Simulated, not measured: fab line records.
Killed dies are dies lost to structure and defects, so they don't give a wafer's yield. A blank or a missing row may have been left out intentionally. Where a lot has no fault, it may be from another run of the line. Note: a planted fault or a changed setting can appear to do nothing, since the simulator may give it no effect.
One fault through the eyes of 2 desks -- flow n5-finfet -- what lay behind the numbers comes last; until then each desk has only its own

## TOOL OWNER'S DESK, cvd-co-02
The tool's own readings at N5_BEOL_M11_CVD_75 (deposits Co from CCTBA/H2, target thk 2 nm, time 138.9 s): means of the sampled wafers that have a number, for each lot that ran on this tool. A lot is out of limits, marked OUT, if its mean lies more than 4 standard deviations from the usual mean; the brackets give that distance.
Columns: A = run-length-s at N5_BEOL_M11_CVD_75, usual 161.8 s
lot,first seen here,A
L912,day 10 15:33,161.5
L914,day 10 16:29,161.5
L915,day 10 23:52,161.7
L917,day 11 15:39,161.2
L921,day 12 07:04,161.4
L923,day 13 04:54,205.4 (+78) OUT
L925,day 13 11:08,227.1 (+99 or more) OUT
L933,day 15 16:05,161.7
This desk's verdict: out of limits on L923, L925, starting with L923 at day 13 04:54 (run-length-s at N5_BEOL_M11_CVD_75). In limits: L912, L914, L915, L917, L921, L933.

## THE METROLOGY DESK
What the gauges read for every lot (on any tool): the sampled wafers with a number, averaged. A lot is out of limits, marked OUT, if its mean lies more than 4 standard deviations from the usual mean; the brackets give that distance.
Columns: A = trench-depth-nm at N5_BEOL_M11_OCD_MEAS_38, usual 148.1 nm
lot,first seen here,A
L912,day 10 12:28,146.6
L913,day 10 13:20,149.0
L914,day 10 14:40,147.4
L915,day 10 20:13,146.5
L916,day 11 08:11,148.4
L917,day 11 14:16,147.6
L921,day 12 05:55,148.3
L919,day 12 07:43,148.4
L923,day 13 03:44,146.8
L925,day 13 10:05,148.9
L933,day 15 14:27,147.5
L934,day 15 14:44,150.7
L935,day 15 19:51,147.8
This desk's verdict: no lot among the 13 shows anything out of limits.

## ALL TOGETHER
The tool owner's desk could have raised an alarm at day 13 04:54, on L923, L925.
Metrology desk: nothing out of limits seen.
The metrology desk holds a record of L923, L925, inside its limits.
On cvd-co-02, each named lot ran N5_BEOL_M11_CVD_75.

## WHAT WAS PUT IN BY THE SIMULATOR
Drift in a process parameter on cvd-co-02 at N5_BEOL_M11_CVD_75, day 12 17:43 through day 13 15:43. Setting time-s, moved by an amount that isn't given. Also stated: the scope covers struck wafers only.
Struck lots among those shown: L923, L925.
Hours from the fault's start to each desk's first reading out of limits: the tool owner's desk, 11.
